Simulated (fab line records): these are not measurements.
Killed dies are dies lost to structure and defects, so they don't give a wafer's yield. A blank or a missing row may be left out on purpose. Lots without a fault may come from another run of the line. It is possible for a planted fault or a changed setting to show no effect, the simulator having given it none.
The same fault as seen by 2 desks || flow n5Finfet || numbers are kept per desk, each desk with only its own; the story behind them comes last

THE TOOL OWNER'S DESK: vaporEtch-02
The tool's own readings at N5_STI_FIN_REVEAL_RECESS_09 (chemistry HF/NH3, target SiO2, afs cycles 11, target depth 42.5 nm, sublimation time 60 s): means of the sampled wafers that have a number, for each lot that ran on this tool. Marked OUT: a lot whose mean sits more than 4 standard deviations from the usual mean, which makes it out of limits; the brackets give that distance.
Columns: A = drypumpMotorCurrentA at N5_STI_FIN_REVEAL_RECESS_09, usual 5.9 A; B = sublimationTempC at N5_STI_FIN_REVEAL_RECESS_09, usual 179.99 C
{"lot": "L391", "first seen here": "day 2 23:17", "A": 6.2, "B": 179.96}
{"lot": "L393", "first seen here": "day 3 09:59", "A": 6.2, "B": 179.89}
{"lot": "L395", "first seen here": "day 3 21:49", "A": 6.2, "B": 180.13}
{"lot": "L397", "first seen here": "day 4 12:13", "A": 6.2, "B": 179.87}
{"lot": "L407", "first seen here": "day 7 00:26", "A": 6.2, "B": 179.94}
{"lot": "L409", "first seen here": "day 7 12:58", "A": 6.2, "B": 180.06}
{"lot": "L412", "first seen here": "day 8 04:25", "A": 6.2, "B": 179.98}
Result from this desk: across the 7 lots, nothing is out of limits.

METROLOGY DESK
Means of the sampled wafers that have a number, per lot and without regard to the tool the lot ran on: this is what the gauges read. Marked OUT: a lot whose mean sits more than 4 standard deviations from the usual mean, which makes it out of limits; the brackets give that distance.
Columns: A = FIN_CUT_OVL at N5_FIN_CUT_OVL_MEAS_09, usual -0.1 nm; B = trenchDepthNm at N5_STI_FIN_REVEAL_FIN_H_MEAS_10, usual 52.1 nm
{"lot": "L389", "first seen here": "day 2 03:58", "A": -0.0, "B": 52.0}
{"lot": "L391", "first seen here": "day 2 16:22", "A": 0.5, "B": 52.2}
{"lot": "L392", "first seen here": "day 2 20:21", "A": 0.4, "B": 51.6}
{"lot": "L393", "first seen here": "day 3 02:47", "A": -0.1, "B": 53.4}
{"lot": "L395", "first seen here": "day 3 14:32", "A": 0.8, "B": "41.9 (-13) OUT"}
{"lot": "L397", "first seen here": "day 4 04:07", "A": 0.1, "B": "47.0 (-6.6) OUT"}
{"lot": "L405", "first seen here": "day 6 03:23", "A": 0.0, "B": 51.4}
{"lot": "L407", "first seen here": "day 6 16:16", "A": -0.4, "B": 52.1}
{"lot": "L409", "first seen here": "day 7 05:39", "A": -0.1, "B": 51.2}
{"lot": "L411", "first seen here": "day 7 14:37", "A": -0.8, "B": 51.7}
{"lot": "L412", "first seen here": "day 7 20:39", "A": -1.4, "B": 52.1}
This desk finds L395, L397 out of limits, L395 being first, at day 4 00:32 (trenchDepthNm at N5_STI_FIN_REVEAL_FIN_H_MEAS_10). Within limits: L389, L391, L392, L393, L405, L407, L409, L411, L412.

PUT TOGETHER
At day 4 00:32 the metrology desk could have sounded an alarm, on L395, L397.
The desk of the tool owner found nothing out of limits.
On record at the tool owner's desk: L395, L397, within its limits.
All the named lots went through N5_STI_FIN_REVEAL_RECESS_09 on vaporEtch-02.

WHAT THE SIMULATOR HAD INSERTED
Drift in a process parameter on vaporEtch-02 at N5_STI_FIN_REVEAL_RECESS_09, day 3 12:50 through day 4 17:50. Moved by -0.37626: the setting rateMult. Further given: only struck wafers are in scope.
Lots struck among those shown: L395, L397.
Time in hours between the start of the fault and the first out-of-limits reading at each desk: metrology desk, 12.
